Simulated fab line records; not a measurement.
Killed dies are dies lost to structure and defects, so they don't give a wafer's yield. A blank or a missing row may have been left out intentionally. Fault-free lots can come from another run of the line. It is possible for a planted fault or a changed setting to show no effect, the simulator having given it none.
A lot that was struck, set against a sound lot | flow n5 finfet | 16 out of 1938 route steps
Sound: wafers L146.2, L146.4, L146.5. Wafers struck: L156.3, L156.4, L156.6. At the end, the cause is stated.
Each step with rows lists, per side, the tool, then ch with its chambers, then its first start. Under that, the readings that differ: sound wafers | struck wafers | difference of the means | sigmas: that difference in standard deviations of wafers without a fault.
alike: readings with means less than 2 such deviations apart, plus words and numbers identical on both sides. not compared: withheld readings, readings lacking a value on some wafer, bounds such as >300 that could conceal the same value, and numbers that have no deviation in the record and whose values overlap.
A row with sigmas, a row that says differs or no value, or rows on one side alone: a step with any of these is where the two part. When numbers do not overlap yet have no deviation, they are printed without sigmas and do not part them. Lack of a reading on every wafer of one side parts them only where that side has two or more wafers.

first, 5 steps without rows for these wafers: N5_PMOS_HMC_CHANNEL_EPI_EBR_05; N5_PMOS_HMC_CHANNEL_EPI_SOFTBAKE_04 (time 60 s); N5_PMOS_HMC_CHANNEL_EPI_EXPOSE_06 (exposes mask PMOS HMC BLK, target cd 240 nm); N5_PMOS_HMC_CHANNEL_EPI_PEB_07 (peb time 60 s); N5_PMOS_HMC_CHANNEL_EPI_DEVELOP_08 (develop time 30 s).
N5_PMOS_HMC_CHANNEL_EPI_CD_MEAS_09: target cd 237.4 nm.
  sound on cd sem-03 ch 0, day 2 17:29; struck on cd sem-01 ch 0, day 5 05:38
  reading    | sound             | struck            | difference | sigmas
  cd nm (nm) | 238.0 237.6 238.0 | 235.0 236.7 235.8 | -2.0       | -2
N5_PMOS_HMC_CHANNEL_EPI_OVL_MEAS_10:
  sound on overlay-01 ch 0, day 2 17:31; struck on overlay-01 ch 0, day 5 05:40
  alike: PMOS_HMC_BLK_OVL
N5_PMOS_HMC_CHANNEL_EPI_INSPECT_11: inspects for defects (macro).
  sound: defect inspect-01 at day 2 17:33; struck: defect inspect-02 at day 5 05:41
  alike: raw defect count
N5_PMOS_HMC_CHANNEL_EPI_DESCUM_14: chemistry O2, time 7.9 s.
  sound on rie diel-02 ch 0,1,3, day 2 17:35; struck on rie diel-05 ch 0,3, day 5 05:43
  alike: bias power w, drypump motor current A, oes product au, rf vpp V, showerhead plenum p Torr, throttle valve pct
  not compared: rf hours counter h
N5_PMOS_HMC_CHANNEL_EPI_ETCH_32: etches BARC in N2/H2, stops on SiO2, target depth 85.8 nm, time 50.3 s.
  sound on rie diel-02 ch 0,1,3, day 2 17:37; struck on rie diel-05 ch 0,3, day 5 05:45
  alike: drypump motor current A, n2 flow sccm, oes product au, rf vpp V, showerhead plenum p Torr, throttle valve pct
  not compared: rf hours counter h
N5_PMOS_HMC_CHANNEL_EPI_HM_OPEN_15: chemistry CHF3/O2, target SiO2, target depth 40.6 nm, time 20.3 s.
  sound on rie diel-02 ch 0,1,3, day 2 17:40; struck on rie diel-05 ch 0,3, day 5 05:47
  alike: drypump motor current A, oes_ar_750_au, oes product au, rf vpp V, showerhead plenum p Torr, throttle valve pct
  not compared: rf hours counter h
N5_PMOS_HMC_CHANNEL_EPI_STRIP_33: strips in N2/H2.
  sound on rie diel-02 ch 0,1,3, day 2 17:43; struck on rie diel-05 ch 0,3, day 5 05:51
  alike: bias power w, chamber pressure mTorr, drypump motor current A, n2 flow sccm, oes product au, rf vpp V, showerhead plenum p Torr, throttle valve pct
  not compared: rf hours counter h
N5_PMOS_HMC_CHANNEL_EPI_STRIP_17: strips in SPM, time 750 s.
  sound on wet bench-02 ch 2,3,5, day 2 17:47; struck on wet bench-01 ch 0,1,3, day 5 05:55
  no value came back on the struck wafers for bath guard temp C (C), bath heat duty pct (%), time s (s); on the sound wafers bath guard temp C (C) reads 130.0 130.7 129.2
N5_PMOS_HMC_CHANNEL_EPI_ETCH_38: etches SiO2 in CF4, target depth 1.5 nm.
  sound on rie si-04 ch 0,1,3, day 2 18:02; struck on rie si-04 ch 1,2, day 5 06:09
  alike: cf4 flow sccm, drypump motor current A, oes product au, throttle valve pct
  not compared: rf hours counter h
-- the record jumps here: 6 days lie between the struck wafers' starts before and after (it left off in module PMOS_HMC_CHANNEL_EPI and takes up again in module BEOL_M4, whose first step shown is number 1111 of the route) --
N5_BEOL_M4_RC_MEAS_101:
  sound on prober-02 ch 0, day 8 10:20; struck on prober-01 ch 0, day 11 05:13
  alike: DIBL_N, DIBL_P, IOFF_N, IOFF_P, ION_N, ION_P, SS_N, SS_P, VT_N, VT_P
-- the record jumps here: 4 days lie between the struck wafers' starts before and after (it left off in module BEOL_M4 and takes up again in module PASSIVATION, whose first step shown is number 1936 of the route) --
N5_PASSIVATION_PROBE_49:
  sound: prober-02 at day 12 22:53; struck: prober-02 at day 15 15:07
  alike: defect limited yield, killed_at_M0_to_M3, killed_at_M4_up, killed at contacts, killed at front end, killed at other, killed dies, killed on rim, killed open, killed short, sort_bin_5_function, sort_bin_6_memory, sort n pass, sort yield pct

## WHERE THEY PART
First at N5_PMOS_HMC_CHANNEL_EPI_CD_MEAS_09; last, within this record, at N5_PMOS_HMC_CHANNEL_EPI_STRIP_17. Later steps at which nothing parts them and some readings are alike: N5_PMOS_HMC_CHANNEL_EPI_ETCH_38, N5_BEOL_M4_RC_MEAS_101, N5_PASSIVATION_PROBE_49.

WHY: what the simulator had put in
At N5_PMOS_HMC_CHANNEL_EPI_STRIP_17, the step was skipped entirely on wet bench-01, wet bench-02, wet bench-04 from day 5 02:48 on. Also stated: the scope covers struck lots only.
